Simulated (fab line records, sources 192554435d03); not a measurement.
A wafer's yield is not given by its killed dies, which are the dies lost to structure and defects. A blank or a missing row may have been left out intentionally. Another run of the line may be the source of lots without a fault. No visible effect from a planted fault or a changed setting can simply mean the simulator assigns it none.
A lot that was struck, set against a sound lot :: flow n5_finfet :: 16 steps out of a route of 1938
Sound: wafers L929.2, L929.4, L929.6. Struck: wafer L935.4 (left out: L935.3, a lot-mate that was not struck); the cause follows at the end.
For every step that has rows: the tool of each side, followed by ch and its chambers, followed by its first start. Under that, the readings that differ: sound wafers :: struck wafers :: difference of the means :: sigmas: that difference in standard deviations of wafers without a fault.
alike: a reading whose means differ by less than 2 such deviations, as well as words and numbers matching on both sides. not compared: withheld readings; readings where some wafer has no value; bounds like >300 that might hide an equal value; numbers whose values overlap and for which the record gives no deviation.
Wherever a step has rows on one side only, a row that says differs or no value, or a row with sigmas, the two part there. Numbers that don't overlap but have no deviation are shown without sigmas and don't part them. A reading that every wafer of one side lacks parts them only if that side has two wafers or more.

N5_BEOL_M2_DESCUM_16: chemistry O2, time 7 s.
  sound on rie_diel-03 ch 1,2, day 9 10:04; struck on rie_diel-03 ch 1, day 10 16:41
reading: bias_power_w (W)
sound: 19.97 20.03 19.97
struck: 20.13
difference: +0.14
sigmas: +3
  alike: drypump_motor_current_A, oes_product_au, rf_vpp_V, showerhead_plenum_p_Torr, throttle_valve_pct
  not compared: rf_hours_counter_h
N5_BEOL_M2_ETCH_74: etches underlayer in N2/H2, target depth 6.5 nm, time 5.2 s.
  sound on rie_diel-03 ch 1,2, day 9 10:06; struck on rie_diel-03 ch 1, day 10 16:43
  alike: drypump_motor_current_A, etch_rf_on_time_s, h2_flow_sccm, oes_product_au, rf_vpp_V, showerhead_plenum_p_Torr, throttle_valve_pct
  not compared: rf_hours_counter_h
then, 4 steps without rows for these wafers: N5_BEOL_M2_ETCH_63 (etches SiARC in CF4, target depth 15.6 nm, time 26 s); N5_BEOL_M2_ETCH_64 (etches SOC in N2/H2, target depth 75 nm, overetch 22.5 nm, time 121.9 s); N5_BEOL_M2_STRIP_65 (strips in N2/H2); N5_BEOL_M2_STRIP_75 (strips in N2/H2).
N5_BEOL_M2_STRIP_66: strips in CF4.
  sound on rie_diel-03 ch 1,2, day 9 10:17; struck on rie_diel-03 ch 1, day 10 16:53
  alike: bias_power_w, drypump_motor_current_A, oes_product_au, rf_vpp_V, showerhead_plenum_p_Torr, throttle_valve_pct
  not compared: rf_hours_counter_h
N5_BEOL_M2_HM_OPEN_17: chemistry Cl2/BCl3, target TiN, target depth 20 nm, overetch 6 nm.
  sound on rie_metal-01 ch 0,1, day 9 10:19; struck on rie_metal-03 ch 1, day 10 16:58
reading: drypump_motor_current_A (A)
sound: 5.4 5.4 5.5
struck: 6.6
difference: +1.2
sigmas: +2
  alike: bcl3_flow_sccm, oes_product_au, throttle_valve_pct
  not compared: rf_hours_counter_h
N5_BEOL_M2_STRIP_19: strips in O2.
  sound on rie_diel-03 ch 0,1,3, day 9 10:26; struck on rie_diel-03 ch 0, day 10 17:03
  alike: drypump_motor_current_A, oes_product_au, rf_vpp_V, showerhead_plenum_p_Torr, throttle_valve_pct
  not compared: rf_hours_counter_h
N5_BEOL_M2_CD_MEAS_18: pitch 36 nm, target cd 18 nm.
  sound: cd_sem-03 at day 9 10:31; struck: cd_sem-02 at day 10 17:07
  alike: cd_nm
then, 2 steps without rows for these wafers: N5_BEOL_M2_COAT_67 (time 60 s, resist thk 60 nm); N5_BEOL_M2_COAT_68 (time 60 s, resist thk 12 nm).
N5_BEOL_M2_COAT_76: time 60 s, resist thk 5 nm.
  sound on litho_track-04 ch 0, day 9 10:34; struck on litho_track-04 ch 0, day 10 17:10
reading: run_length_s (s)
sound: 66.33 66.40 66.37
struck: 71.69
difference: +5.32
sigmas: +25
  alike: chill_plate_temp_C
then, 1 step without rows for these wafers: N5_BEOL_M2_COAT_22 (resist thk 30 nm).
N5_BEOL_M4_RC_MEAS_101:
  sound on prober-01 ch 0, day 10 11:53; struck on prober-02 ch 0, day 11 20:13
  alike: DIBL_N, DIBL_P, IOFF_N, IOFF_P, ION_N, ION_P, SS_N, SS_P, VT_N, VT_P
-- here the record skips 5 days between the struck wafers' starts before and after, leaving off in module BEOL_M4 and picking up in module PASSIVATION (first step shown: number 1936 of the route) --
N5_PASSIVATION_PROBE_49:
  sound: prober-02 at day 14 16:30; struck: prober-01 at day 16 12:05
reading: killed_at_M0_to_M3
sound: 70 48 45
struck: 23
difference: -31
sigmas: -3

reading: sort_bin_6_memory (%)
sound: 3.9 3.7 3.0
struck: 1.8
difference: -1.7
sigmas: -2
  alike: defect_limited_yield, killed_at_M4_up, killed_at_contacts, killed_at_front_end, killed_at_other, killed_dies, killed_on_rim, killed_open, killed_short, sort_bin_4_leakage, sort_bin_5_function, sort_n_pass, sort_yield_pct

## WHERE THEY PART
First at N5_BEOL_M2_DESCUM_16; last, within this record, at N5_PASSIVATION_PROBE_49.

WHY: whatever the simulator had introduced
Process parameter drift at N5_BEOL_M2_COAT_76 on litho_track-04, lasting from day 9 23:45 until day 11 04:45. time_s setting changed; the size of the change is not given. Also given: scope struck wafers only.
